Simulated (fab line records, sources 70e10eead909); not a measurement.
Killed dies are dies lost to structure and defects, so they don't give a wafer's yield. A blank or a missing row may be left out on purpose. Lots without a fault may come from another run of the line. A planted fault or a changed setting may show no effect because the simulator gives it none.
fab line records | flow nand_harc
record lots=13 wafers=37 last_day=24
route steps=1159 shown A_SLIT@794 A_WL_FILL@810 END@1159
lots that met no fault: from a run of the same line without faults
start_h: hours from the record's first day to the start of the lot's first wafer shown | wait_h: hours since the lot's step before | " the same as in the row above | L1.1+2: a row that stands for several wafers | - no value, or no start given | * or withheld: withheld | < > ~ a bound
route shown NAME@n: a module of which the file shows steps, and the number in the route of the first | usual: mean/standard deviation of fault-free wafers | same: alike in all rows | chamber/n: place in a boat | sites: the reading at each site | _std_site: their standard deviation | _edge_site: outer sites' mean less inner sites' | radius_mm: how far each site lies from the wafer's centre | mask NAME#n: copy n | behind: the tool/chamber that last shaped the wafer | hold: why the lot was held/for how many hours/how that ended | device: the transistor (n, p or np) that didn't switch | end of line: the same wafers' tests at the end of the route | a step without rows: its recipe alone | killed: dies lost to structure and defects at the first sort, not the wafer's yield | map: a wafer's dies, x killed, . not, _ none there
set.NAME: the setting as run; set.NAME@STEP: as run at that earlier step | model.NAME: the simulator's own value behind a step, which no gauge read
steps of the route over a sample of lots; a table a step, a row a wafer
services: from which hour (start_h, from the record's first day; less than 0 if before it) a tool's chamber was out of use, for how many hours, and why
## steps
# step NHARC_A_SLIT_ETCH_24
# recipe target_depth_a=1210 time_s=60.5 cf4_flow_sccm=100 chf3_flow_sccm=30 ar_flow_sccm=0 rf_w=500 bias_w=200 chemistry=CF4/CHF3
# usual chamber_pressure_mTorr=24.999/0.023 drypump_motor_current_A=5.7/0.47 oes_product_au=0.960/0.019 rf_vpp_V=371.8/2.4 showerhead_plenum_p_Torr=1.61/0.067 throttle_valve_pct=16.804/0.0094
# columns lot.wafer tool chamber start_h wait_h chamber_pressure_mTorr drypump_motor_current_A oes_product_au rf_hours_counter_h rf_vpp_V showerhead_plenum_p_Torr throttle_valve_pct
L877.3 rie_diel-07 1 300.43 0.1 25.027 5.5 0.981 5 374.3 1.67 16.788
L877.1 " 2 " " 24.953 5.0 0.973 5 374.3 1.68 16.826
L877.5 " 0 " " 24.955 5.2 0.980 - 368.4 1.49 16.796
L881.4 rie_diel-11 2 336.37 0.1 24.966 5.8 0.961 9 370.3 1.60 16.808
L881.1 " 3 " " 25.015 5.7 0.981 8 374.1 1.62 16.806
L881.6 " 2 " " 24.999 5.8 0.965 - 371.4 1.60 16.791
L879.2 rie_diel-08 2 336.53 0.1 25.030 5.5 0.956 2 372.4 1.64 16.797
L879.3 " 3 " " 25.008 6.4 0.955 2 372.9 1.65 16.819
L879.6 " 2 " " 24.948 5.5 0.964 - 372.3 1.64 16.819
L880.3 rie_diel-07 2 337.25 0.1 24.957 4.9 0.950 6 373.2 1.68 16.800
L880.1 " 3 " " 25.007 6.5 0.922 7 373.4 1.66 16.794
L880.2 " 0 " " 25.003 5.2 0.934 8 367.4 1.49 16.796
L885.2 rie_diel-08 0 350.41 0.1 25.000 5.7 0.953 3 373.4 1.66 16.814
L885.5 " 3 " " 25.036 6.4 0.956 - 373.3 1.64 16.815
L885.6 " 0 " " 24.978 5.7 0.954 - 373.6 1.66 16.796
L883.1 rie_diel-08 3 350.44 0.1 25.025 6.4 0.941 3 374.4 1.65 16.792
L883.4 " 1 " " 25.025 6.1 0.931 3 367.8 1.52 16.809
L883.5 " 3 " " 24.974 6.4 0.955 - 374.3 1.65 16.803
L887.4 rie_diel-08 2 381.54 0.1 24.965 5.5 0.977 5 373.8 1.64 16.792
L887.3 " 0 " " 24.989 5.7 0.978 5 373.3 1.66 16.792
L887.5 " 1 " " 24.968 6.1 0.971 - 367.6 1.52 16.802
L890.1 rie_diel-08 2 389.53 0.1 24.992 5.5 0.938 6 373.1 1.64 16.808
L890.6 " 0 " " 24.982 5.7 0.954 - 373.8 1.66 16.804
L890.5 " 1 " " 24.971 6.1 0.936 - 368.7 1.52 16.796
L891.4 rie_diel-07 1 400.82 0.1 24.994 5.6 0.956 10 373.7 1.67 16.807
L891.1 " 2 " " 24.993 4.9 0.971 10 374.6 1.67 16.808
L893.4 rie_diel-11 0 419.11 0.1 24.966 5.6 0.975 3 369.1 1.52 16.813
L893.6 " 3 " " 24.966 5.7 0.984 - 371.4 1.62 16.827
L896.1 rie_diel-08 3 427.50 0.1 24.993 6.5 0.985 9 372.6 1.64 16.810
L896.2 " 0 " " 25.014 5.7 0.967 9 373.6 1.66 16.811
L896.3 " 2 " " 25.017 5.5 0.975 9 371.8 1.64 16.795
L899.4 rie_diel-07 0 459.99 0.1 25.011 5.2 0.968 3 367.0 1.49 16.796
L899.1 " 3 " " 25.034 6.5 0.966 2 373.5 1.66 16.796
L899.6 " 1 " " 25.005 5.6 0.945 - 373.5 1.67 16.808
L898.4 rie_diel-11 0 460.21 0.1 25.028 5.6 0.955 6 368.9 1.52 16.815
L898.3 " 1 " " 25.008 5.9 0.945 5 370.4 1.61 16.816
L898.6 " 1 " " 25.013 5.9 0.956 - 371.7 1.61 16.815
# step NHARC_A_WL_FILL_RTA_01
# recipe temp_c=1000 time_s=5
# usual lamp_power_pct=29/6 wafer_temp_C_max=1004.2/0.98
# columns lot.wafer tool chamber start_h wait_h lamp_power_pct wafer_temp_C_max
L877.1 rtp_anneal-01 0 309.66 - 37 1005.1
L877.3 " 0 " " 37 1004.3
L877.5 " 0 " " 37 1004.0
L880.1 rtp_anneal-02 0 347.74 - 25 1003.5
L880.2 " 0 " " 25 1003.4
L880.3 " 0 " " 25 1004.9
L881.1 rtp_anneal-02 0 347.91 - 25 1002.3
L881.4 " 0 " " 25 1005.0
L881.6 " 0 " " 25 1002.7
L879.2 rtp_anneal-01 0 347.93 - 37 1004.0
L879.3 " 0 " " 37 1004.2
L879.6 " 0 " " 37 1003.9
L885.2 rtp_anneal-02 0 362.08 - 25 1004.1
L885.5 " 0 " " 25 1002.6
L885.6 " 0 " " 25 1005.0
L883.1 rtp_anneal-02 0 369.00 - 25 1004.9
L883.4 " 0 " " 25 1003.0
L883.5 " 0 " " 25 1003.3
L887.3 rtp_anneal-01 0 392.63 - 37 1003.6
L887.4 " 0 " " 37 1004.8
L887.5 " 0 " " 37 1004.6
L890.1 rtp_anneal-02 0 401.30 - 25 1003.8
L890.5 " 0 " " 25 1003.4
L890.6 " 0 " " 25 1004.1
L891.1 rtp_anneal-02 0 417.62 - 25 1004.5
L891.4 " 0 " " 25 1005.5
L893.4 rtp_anneal-01 0 432.45 - 37 1005.4
L893.6 " 0 " " 37 1006.0
L896.1 rtp_anneal-02 0 439.27 - 25 1004.4
L896.2 " 0 " " 25 1002.3
L896.3 " 0 " " 25 1006.4
L899.1 rtp_anneal-02 0 471.38 - 25 1003.2
L899.4 " 0 " " 25 1004.2
L899.6 " 0 " " 25 1003.3
L898.3 rtp_anneal-02 0 471.61 - 25 1004.4
L898.4 " 0 " " 25 1003.9
L898.6 " 0 " " 25 1004.3
# step NHARC_A_WL_FILL_ETCHBACK_04
# recipe target_depth_a=600 time_s=120 chemistry=NF3
# usual chamber_pressure_mTorr=300.02/0.25 drypump_motor_current_A=5.8/0.43 oes_product_au=1.001/0.0089 run_length_s=141.1/0.44
# columns lot.wafer tool chamber start_h wait_h chamber_pressure_mTorr drypump_motor_current_A oes_product_au rf_hours_counter_h run_length_s
L877.1 rie_metal-02 0 319.26 2.8 299.85 5.9 1.000 2.8 140.8
L877.3 " 0 " " 299.98 5.9 1.000 - 140.5
L877.5 " 0 " " 300.14 5.8 1.007 - 140.7
L880.2 rie_metal-03 0 351.75 2.8 300.14 5.7 0.986 1.8 140.9
L880.1 " 1 " " 299.93 5.5 0.986 1.8 141.7
L880.3 " 0 " " 299.68 5.7 0.985 - 140.4
L879.2 rie_metal-02 1 351.90 2.4 300.23 6.0 0.991 3.7 141.1
L879.3 " 1 " " 300.27 6.0 0.994 - 141.3
L879.6 " 0 " " 300.11 5.9 0.993 - 141.0
L881.1 rie_metal-02 0 354.61 2.4 299.96 5.9 0.993 3.9 140.7
L881.4 " 0 " " 300.00 5.9 0.996 - 140.6
L881.6 " 1 " " 300.00 6.0 0.996 - 141.0
L885.2 rie_metal-03 1 366.38 2.9 299.83 5.5 0.993 2.7 141.9
L885.5 " 0 " " 299.85 5.7 1.004 - 140.6
L885.6 " 1 " " 300.12 5.5 0.994 - 141.5
L883.1 rie_metal-03 1 377.58 2.4 300.68 5.5 0.993 2.9 141.5
L883.4 " 1 " " 300.36 5.5 1.000 - 141.6
L883.5 " 1 " " 299.92 5.5 0.994 - 141.6
L887.3 rie_metal-02 1 398.98 2.0 300.20 6.0 1.001 - 141.2
L887.4 " 0 " " 299.64 5.9 0.993 - 141.2
L887.5 " 0 " " 299.85 5.9 1.006 - 140.5
L890.1 rie_metal-03 0 407.92 2.4 300.32 5.7 1.000 3.5 140.9
L890.6 " 1 " " 299.99 5.5 0.990 - 78.4
L890.5 " 0 " " 300.23 5.7 1.002 - 140.6
L891.1 rie_metal-03 1 422.83 2.9 300.20 5.5 0.994 4.1 141.6
L891.4 " 0 " " 300.36 5.7 0.998 - 78.1
L893.4 rie_metal-03 0 436.43 1.5 300.41 5.7 1.015 - 77.3
L893.6 " 1 " " 299.71 5.5 0.989 - 78.5
L896.1 rie_metal-02 0 446.71 2.4 299.98 5.9 1.003 1.4 140.9
L896.2 " 1 " " 300.38 6.0 1.003 1.3 141.0
L896.3 " 0 " " 300.18 5.9 1.008 - 140.5
L899.1 rie_metal-01 1 477.58 2.9 300.16 5.0 1.007 3.8 141.0
L899.4 " 1 " " 300.63 5.0 1.014 - 141.6
L899.6 " 0 " " 300.18 6.5 1.005 - 140.5
L898.4 rie_metal-02 0 478.35 1.5 299.97 5.9 1.005 - 140.8
L898.3 " 1 " " 300.01 6.0 0.998 - 141.1
L898.6 " 0 " " 300.07 5.8 1.003 - 141.2
# step NHARC_A_WL_FILL_STRIP_27
# recipe power_w=1500 temp_c=250 time_s=20 chemistry=N2/H2
# usual drypump_motor_current_A=5.3/0.39 heater_power_w=337/12 temp_c=249.98/0.2
# columns lot.wafer tool chamber start_h wait_h drypump_motor_current_A heater_power_w rf_hours_counter_h temp_c
L877.1 plasma_asher-02 0 319.66 0.1 4.8 372 45 250.36
L877.3 " 0 " " 4.8 378 - 250.19
L877.5 " 1 " " 5.7 335 - 249.97
L880.2 plasma_asher-01 1 352.13 0.1 5.2 333 22 250.01
L880.1 " 0 " " 5.7 339 22 250.23
L880.3 " 0 " " 5.7 339 - 249.95
L879.2 plasma_asher-02 0 352.27 0.1 4.8 380 56 249.74
L879.3 " 0 " " 4.8 372 - 249.75
L879.6 " 0 " " 4.8 370 - 249.65
L881.1 plasma_asher-01 1 354.99 0.1 5.2 322 23 250.37
L881.4 " 1 " " 5.2 329 - 249.95
L881.6 " 1 " " 5.2 325 - 250.19
L885.2 plasma_asher-01 1 366.75 0.1 5.2 323 30 249.76
L885.6 " 0 " " 5.6 345 - 249.66
L885.5 " 1 " " 5.2 322 - 249.94
L883.1 plasma_asher-01 1 377.95 0.1 5.2 325 34 249.85
L883.4 " 0 " " 5.7 333 - 249.72
L883.5 " 1 " " 5.2 337 - 249.73
L887.4 plasma_asher-01 1 399.34 0.1 5.2 318 - 249.88
L887.3 " 0 " " 5.7 334 - 249.88
L887.5 " 0 " " 5.7 336 - 249.98
L890.1 plasma_asher-01 1 408.27 0.1 5.2 312 45 250.13
L890.5 " 1 " " 5.2 320 - 249.97
L890.6 " 0 " " 5.6 345 - 249.76
L891.1 plasma_asher-01 0 423.18 0.1 5.7 337 49 249.77
L891.4 " 0 " " 5.7 346 - 249.86
L893.4 plasma_asher-01 0 436.79 0.1 5.7 334 - 250.03
L893.6 " 1 " " 5.2 331 - 249.80
L896.2 plasma_asher-01 1 447.62 0.7 5.2 328 58 249.90
L896.1 " 0 " " 5.7 341 58 250.19
L896.3 " 1 " " 5.2 326 - 249.93
L899.1 plasma_asher-02 1 477.96 0.2 5.7 330 39 249.96
L899.4 " 0 " " 4.8 344 - 250.32
L899.6 " 0 " " 4.8 347 - 250.29
L898.4 plasma_asher-02 0 478.71 0.1 4.8 341 - 249.95
L898.3 " 1 " " 5.8 334 - 249.93
L898.6 " 1 " " 5.8 330 - 250.18
# step NHARC_END_SORT_01
# recipe temp_c=25
# usual killed_at_array=28/11 killed_at_other=0.5/0.87 killed_at_periphery=2.9/2.2 killed_dies=32/11 killed_open=3.2/1.9 killed_short=1.8/1.4
# same gross_dies=677
# columns lot.wafer tool chamber start_h wait_h killed_at_array killed_at_other killed_at_periphery killed_dies killed_open killed_short
L890.1 prober-01 0 500.73 2.5 41 0 3 44 4 3
L890.5 prober-01 0 503.93 3.7 51 0 4 55 6 2
L890.6 prober-01 0 504.73 4.0 676 0 1 677 3 4
L891.1 prober-02 0 516.10 2.4 16 0 2 18 4 0
L891.4 prober-02 0 518.51 3.4 672 0 5 677 7 3
L893.4 prober-02 0 545.45 3.5 673 1 3 677 2 5
L893.6 prober-02 0 547.08 4.1 672 1 4 677 3 0
# killed by level:class
L890.1 A_CHANNEL_HOLE_D1:chamber_film_flake=13 A_SLIT:chamber_film_flake=10 A_CONTACT:chamber_film_flake=6 A_STAIRCASE:chamber_film_flake=5 A_ONON_D1:geometric_particle:short=2 P_STI:chamber_film_flake=2 P_STI:geometric_particle:open=1 A_ONON_D1:geometric_particle:open=1
L890.5 A_CHANNEL_HOLE_D1:chamber_film_flake=18 A_SLIT:chamber_film_flake=15 A_CONTACT:chamber_film_flake=6 A_CHANNEL_FILL_D1:geometric_particle:open=3 P_STI:chamber_film_flake=3 A_M0:geometric_particle:open=2 A_ZERO_WELL:chamber_film_flake=2 A_ONON_D1:geometric_particle:short=1
L890.6 A_WL_FILL:area_etchback=630 A_CHANNEL_HOLE_D1:chamber_film_flake=18 A_SLIT:chamber_film_flake=15 A_STAIRCASE:chamber_film_flake=3 A_CONTACT:chamber_film_flake=3 A_CHANNEL_FILL_D1:geometric_particle:short=2 A_ONON_D1:geometric_particle:short=1 A_CHANNEL_FILL_D1:geometric_particle:open=1
L891.1 A_CHANNEL_HOLE_D1:chamber_film_flake=5 A_CONTACT:chamber_film_flake=5 P_GATE:chamber_film_flake=2 A_STAIRCASE:chamber_film_flake=2 A_SGD_CUT:geometric_particle:open=1 A_WL_FILL:geometric_particle:open=1 A_CONTACT:geometric_particle:open=1 A_M0:geometric_particle:open=1
L891.4 A_WL_FILL:area_etchback=657 A_CHANNEL_HOLE_D1:chamber_film_flake=6 A_CONTACT:geometric_particle:open=3 A_STAIRCASE:chamber_film_flake=3 P_CONTACT:geometric_particle:short=1 P_CONTACT:geometric_particle:open=1 P_M0:geometric_particle:open=1 P_M1:geometric_particle:open=1
L893.4 A_WL_FILL:area_etchback=632 A_CHANNEL_HOLE_D1:chamber_film_flake=17 A_SLIT:chamber_film_flake=11 A_STAIRCASE:chamber_film_flake=6 P_GATE:chamber_film_flake=3 A_WL_FILL:geometric_particle:short=2 A_CHANNEL_FILL_D1:geometric_particle:short=1 A_BLC:geometric_particle:open=1
L893.6 A_WL_FILL:area_etchback=636 A_CHANNEL_HOLE_D1:chamber_film_flake=16 A_SLIT:chamber_film_flake=14 A_STAIRCASE:chamber_film_flake=4 P_GATE:chamber_film_flake=2 P_GATE:geometric_particle:open=1 P_M2:geometric_particle:open=1 A_BLC:geometric_particle:open=1
## services
# columns tool chamber start_h hours kind
plasma_asher-01 0 285.29 - clean
plasma_asher-01 1 285.29 - clean
rie_diel-08 3 298.10 2.3 repair
rtp_anneal-02 - 300.00 12.0 pm
rie_diel-08 - 301.88 9.0 pm
rie_metal-01 - 332.00 9.0 pm
rie_diel-07 0 337.77 2.5 repair
plasma_asher-02 - 360.00 9.0 pm
rie_diel-11 - 366.56 9.0 pm
rie_metal-02 - 388.00 9.0 pm
rie_diel-07 - 405.33 9.0 pm
rie_diel-11 1 426.77 4.2 repair
rie_metal-02 1 427.36 3.9 repair
rie_metal-01 0 434.32 5.3 repair
rie_metal-02 1 438.97 2.9 repair
rie_metal-03 - 453.00 9.0 pm
plasma_asher-01 - 453.29 9.0 pm
plasma_asher-01 0 453.29 9.0 vent_cycle
plasma_asher-01 1 453.29 9.0 vent_cycle
rie_diel-08 3 458.61 12.0 repair
plasma_asher-01 0 462.29 - clean
plasma_asher-01 1 462.29 - clean
rie_diel-11 0 471.24 8.1 repair
rie_diel-07 1 471.40 2.7 repair
## key
first_sign step=NHARC_A_WL_FILL_ETCHBACK_04 reading=run_length_s direction=down sigmas=99+ usual=* struck=*
effect step=NHARC_END_SORT_01 reading=killed_dies direction=up sigmas=59 usual=32 struck=677
more_kills_born_at NHARC_A_WL_FILL_ETCHBACK_04@rie_metal-03=2555
met_at NHARC_A_WL_FILL_ETCHBACK_04
struck_lots L890,L891,L893
struck_wafers L890.6,L891.4,L893.4,L893.6
later_rows_left_out L890.6,L891.4,L893.4,L893.6
tester_left_out L890,L891,L893
not_acting_at NHARC_A_SLIT_ETCH_24,NHARC_A_WL_FILL_RTA_01,NHARC_A_WL_FILL_STRIP_27
onset_between 377.58 407.92
fault kind=process_parameter_drift tool=rie_metal-03 chamber=- onset_h=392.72 steps=NHARC_A_WL_FILL_ETCHBACK_04 channel=time_s offset=* shape=step end_h=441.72 scope=struck_wafers_only acts_in=* stated=*
# tester_left_out: of these lots the tester's yield and bins aren't shown, on N5 and GAA mostly nor the transistor test; their killed dies are dies lost to structure and defects alone, not to doping, threshold or leakage, so they don't give the yield
# later_rows_left_out: the simulator's readings of these wafers behind a module that went badly wrong aren't trusted and aren't shown, but for the sort
